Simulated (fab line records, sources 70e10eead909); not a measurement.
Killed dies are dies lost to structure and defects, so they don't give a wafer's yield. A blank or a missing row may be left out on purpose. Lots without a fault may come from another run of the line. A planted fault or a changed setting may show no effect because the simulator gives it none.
Which tool did it? | flow nand_harc | 24 lots, 72 wafers sampled, at 4 steps of a route of 1159

WHAT THE GAUGES READ, wafer by wafer
NHARC_A_BLC_OVL_MEAS_11. Usual: overlay_x_nm 0.1 nm, standard deviation 0.87; overlay_y_nm 0.0 nm, standard deviation 0.67.
lot  | measured     | on         | overlay_x_nm (nm) | overlay_y_nm (nm) | flag
L074 | day 17 00:15 | overlay-02 | -0.4 -1.0 -1.1    | 0.0 0.6 0.2       |
L075 | day 17 09:12 | overlay-01 | -0.7 -1.1 -1.4    | -0.4 0.4 0.5      |
L077 | day 17 17:46 | overlay-02 | -1.0 -0.8 -0.7    | 0.1 -0.3 -0.6     |
L076 | day 17 18:29 | overlay-02 | 0.5 -0.4 0.1      | -0.5 -0.9 -0.2    |
L079 | day 18 13:29 | overlay-02 | 1.4 2.3 1.7       | 0.3 0.3 0.8       |
L078 | day 18 19:41 | overlay-02 | -0.7 -0.9 -0.2    | 0.0 0.0 -0.1      |
L080 | day 19 00:59 | overlay-01 | 1.3 1.9 1.1       | -0.1 -0.5 -0.1    |
L081 | day 19 09:29 | overlay-02 | -0.7 -0.4 -0.9    | 0.8 1.5 1.3       |
L084 | day 19 18:06 | overlay-02 | 1.0 0.7 0.5       | -0.5 -0.5 -1.3    |
L083 | day 19 23:57 | overlay-02 | 0.0 -0.5 -0.4     | -1.4 -1.0 -1.1    |
L082 | day 20 00:49 | overlay-02 | 0.6 1.0 0.7       | -0.7 -0.4 -0.5    |
L086 | day 20 13:35 | overlay-02 | 0.0 -0.1 0.0      | 0.9 0.6 0.5       |
L085 | day 20 14:18 | overlay-01 | 0.2 0.2 0.0       | 0.1 0.4 0.0       |
L088 | day 20 15:02 | overlay-01 | 1.3 0.6 0.9       | -0.8 -0.9 -0.7    |
L087 | day 20 17:34 | overlay-02 | -1.3 -2.2 -1.2    | -0.7 -1.1 -0.9    |
L089 | day 20 19:01 | overlay-01 | -0.5 -0.5 -0.7    | 0.8 0.3 0.7       |
L092 | day 20 20:55 | overlay-01 | 0.3 -0.2 -0.6     | -0.1 0.3 0.1      |
L090 | day 20 23:56 | overlay-01 | 0.4 0.3 0.8       | 0.6 0.9 0.5       |
L091 | day 21 16:07 | overlay-01 | 0.6 0.7 1.1       | -0.6 -0.5 -0.8    |
L093 | day 21 17:29 | overlay-01 | 1.8 1.5 1.3       | 0.3 0.6 -0.1      |
L094 | day 21 17:46 | overlay-01 | -0.2 -0.5 0.1     | 0.7 0.9 1.0       |
L096 | day 22 08:21 | overlay-01 | 0.9 0.8 0.5       | 0.1 0.2 0.3       |
L097 | day 22 13:28 | overlay-02 | 0.4 0.1 0.5       | 0.2 -0.1 0.6      |
L095 | day 22 19:17 | overlay-01 | -0.3 0.1 -0.5     | 0.1 0.3 0.3       |

NHARC_A_BLC_CD_MEAS_19. Usual: cd_nm 99.9 nm, standard deviation 2.5.
lot  | measured     | on        | cd_nm (nm)        | flag
L074 | day 17 01:19 | cd_sem-02 | 98.2 97.7 99.1    |
L075 | day 17 10:27 | cd_sem-01 | 93.3 95.2 97.0    |
L077 | day 17 18:50 | cd_sem-03 | 104.7 97.5 100.8  |
L076 | day 17 19:41 | cd_sem-02 | 100.6 96.9 98.3   |
L079 | day 18 14:35 | cd_sem-03 | 102.1 96.7 102.4  |
L078 | day 18 20:45 | cd_sem-01 | 99.9 96.9 97.7    |
L080 | day 19 02:04 | cd_sem-02 | 105.8 98.9 105.5  |
L081 | day 19 10:33 | cd_sem-03 | 102.8 96.9 101.9  |
L084 | day 19 19:09 | cd_sem-03 | 99.5 97.2 100.2   |
L083 | day 20 01:12 | cd_sem-02 | 99.0 98.3 99.5    |
L082 | day 20 01:53 | cd_sem-01 | 99.6 105.4 102.7  |
L086 | day 20 14:54 | cd_sem-01 | 100.6 98.2 99.9   |
L085 | day 20 15:44 | cd_sem-02 | 99.5 99.0 97.6    |
L088 | day 20 16:07 | cd_sem-03 | 97.6 101.0 97.6   |
L087 | day 20 18:38 | cd_sem-03 | 102.4 99.8 100.7  |
L089 | day 20 20:05 | cd_sem-02 | 103.0 99.3 105.0  |
L092 | day 20 21:59 | cd_sem-01 | 98.3 99.0 100.5   |
L090 | day 21 00:59 | cd_sem-01 | 100.2 99.3 97.7   |
L091 | day 21 17:10 | cd_sem-03 | 97.9 97.8 96.7    |
L093 | day 21 18:34 | cd_sem-01 | 98.4 98.7 97.0    |
L094 | day 21 18:50 | cd_sem-02 | 102.8 104.4 98.6  |
L096 | day 22 09:31 | cd_sem-01 | 97.0 98.6 97.6    |
L097 | day 22 14:32 | cd_sem-01 | 104.6 101.1 100.6 |
L095 | day 22 20:21 | cd_sem-03 | 102.0 103.0 97.3  |

WHICH TOOL RAN EACH LOT (tool, then ch and the chambers of the sampled wafers, then the start)
lot  | NHARC_A_CONTACT_ETCH_138             | NHARC_A_BLC_ETCH_18
L074 | har_cap_etch-03 ch 0,1, day 16 19:16 | rie_diel-06 ch 0,1,3, day 17 01:19 or earlier
L075 | har_cap_etch-03 ch 0,1, day 17 00:48 | rie_diel-06 ch 0,3, day 17 10:27 or earlier
L077 | har_cap_etch-03 ch 0,1, day 17 10:49 | rie_diel-12 ch 0,1,3, day 17 18:50 or earlier
L076 | har_cap_etch-01 ch 0,1, day 17 14:26 | rie_diel-06 ch 0,1,2, day 17 19:41 or earlier
L079 | har_cap_etch-03 ch 1, day 18 02:39   | rie_diel-12 ch 0,1,3, day 18 14:35 or earlier
L078 | har_cap_etch-02 ch 1, day 18 09:26   | rie_diel-12 ch 0,1,2, day 18 20:45 or earlier
L080 | har_cap_etch-03 ch 0,1, day 18 20:46 | rie_diel-12 ch 0,3, day 19 02:04 or earlier
L081 | har_cap_etch-02 ch 0,1, day 19 02:53 | rie_diel-12 ch 0,1,2, day 19 10:33 or earlier
L084 | har_cap_etch-02 ch 1, day 19 11:28   | rie_diel-12 ch 0,1,3, day 19 19:09 or earlier
L083 | har_cap_etch-01 ch 0,1, day 19 18:18 | rie_diel-06 ch 1,2, day 20 01:12 or earlier
L082 | har_cap_etch-03 ch 0,1, day 19 20:50 | rie_diel-12 ch 1,2,3, day 20 01:53 or earlier
L086 | har_cap_etch-03 ch 0,1, day 20 02:46 | rie_diel-06 ch 0,1,2, day 20 14:54 or earlier
L085 | har_cap_etch-03 ch 0,1, day 20 06:34 | rie_diel-06 ch 1,2,3, day 20 15:44 or earlier
L088 | har_cap_etch-02 ch 0,1, day 20 06:55 | rie_diel-02 ch 0,2,3, day 20 16:07 or earlier
L087 | har_cap_etch-02 ch 0,1, day 20 13:50 | rie_diel-02 ch 0,1,2, day 20 18:38 or earlier
L089 | har_cap_etch-03 ch 0,1, day 20 15:22 | rie_diel-12 ch 0,2,3, day 20 20:05 or earlier
L092 | har_cap_etch-01 ch 0,1, day 20 17:09 | rie_diel-12 ch 1,2,3, day 20 21:59 or earlier
L090 | har_cap_etch-01 ch 0,1, day 20 19:56 | rie_diel-06 ch 0,1,3, day 21 00:59 or earlier
L091 | har_cap_etch-01 ch 0,1, day 21 01:53 | rie_diel-06 ch 1,2,3, day 21 17:10 or earlier
L093 | har_cap_etch-01 ch 0,1, day 21 11:20 | rie_diel-06 ch 1,2, day 21 18:34 or earlier
L094 | har_cap_etch-02 ch 0,1, day 21 12:35 | rie_diel-12 ch 0,1,3, day 21 18:50 or earlier
L096 | har_cap_etch-03 ch 0,1, day 22 03:38 | rie_diel-06 ch 2,3, day 22 09:31 or earlier
L097 | har_cap_etch-01 ch 0,1, day 22 05:38 | rie_diel-06 ch 0,1,3, day 22 14:32 or earlier
L095 | har_cap_etch-02 ch 0,1, day 22 10:49 | rie_diel-06 ch 1,3, day 22 20:21 or earlier
- NHARC_A_CONTACT_ETCH_138: etches the open film in C4F8/O2/Ar, time 132 s, target depth 1289 nm.
- NHARC_A_BLC_ETCH_18: etches the open film in C4F8/O2/Ar, target depth 910 nm.

WHAT THE TOOLS THEMSELVES READ (means of the sampled wafers that have a number; where no wafer has one, the mark that the record gives instead)
NHARC_A_BLC_ETCH_18. Usual: oes_product_au 0.957 a.u., standard deviation 0.021; rf_vpp_V 979 V, standard deviation 5.6.
lot  | tool        | oes_product_au (a.u.) | rf_vpp_V (V) | flag
L074 | rie_diel-06 | 0.982                 | 977          |
L075 | rie_diel-06 | 0.986                 | 977          |
L077 | rie_diel-12 | 0.957                 | 976          |
L076 | rie_diel-06 | 0.926                 | 980          |
L079 | rie_diel-12 | 0.945                 | 976          |
L078 | rie_diel-12 | 0.968                 | 981          |
L080 | rie_diel-12 | 0.965                 | 975          |
L081 | rie_diel-12 | 0.954                 | 981          |
L084 | rie_diel-12 | 0.971                 | 977          |
L083 | rie_diel-06 | 0.945                 | 982          |
L082 | rie_diel-12 | 0.968                 | 974          |
L086 | rie_diel-06 | 0.966                 | 980          |
L085 | rie_diel-06 | 0.946                 | 981          |
L088 | rie_diel-02 | 0.927                 | 980          |
L087 | rie_diel-02 | 0.974                 | 982          |
L089 | rie_diel-12 | 0.980                 | 979          |
L092 | rie_diel-12 | 0.967                 | 975          |
L090 | rie_diel-06 | 0.941                 | 977          |
L091 | rie_diel-06 | 0.963                 | 981          |
L093 | rie_diel-06 | 0.980                 | 984          |
L094 | rie_diel-12 | 0.963                 | 977          |
L096 | rie_diel-06 | 0.935                 | 984          |
L097 | rie_diel-06 | 0.932                 | 976          |
L095 | rie_diel-06 | 0.910                 | 979          |

THE ANSWER, worked out from the rows above alone
Rule: a lot is off if the mean of its wafers that have a number lies more than 3 standard deviations from the usual mean. A lot without any number at a reading at which 4 lots or more have one is off too. The other lots that the step has rows for count as sound. The gauges are gone through in route order, then the tools' own readings, and for those a lot's mean is taken as printed above. The first step at which some lot is off is used, and at that step the reading that is off furthest; a lot without a number counts as furthest.
No lot is off at any reading shown: from this, nothing can be told.

WHAT THE SIMULATOR HAD PUT IN
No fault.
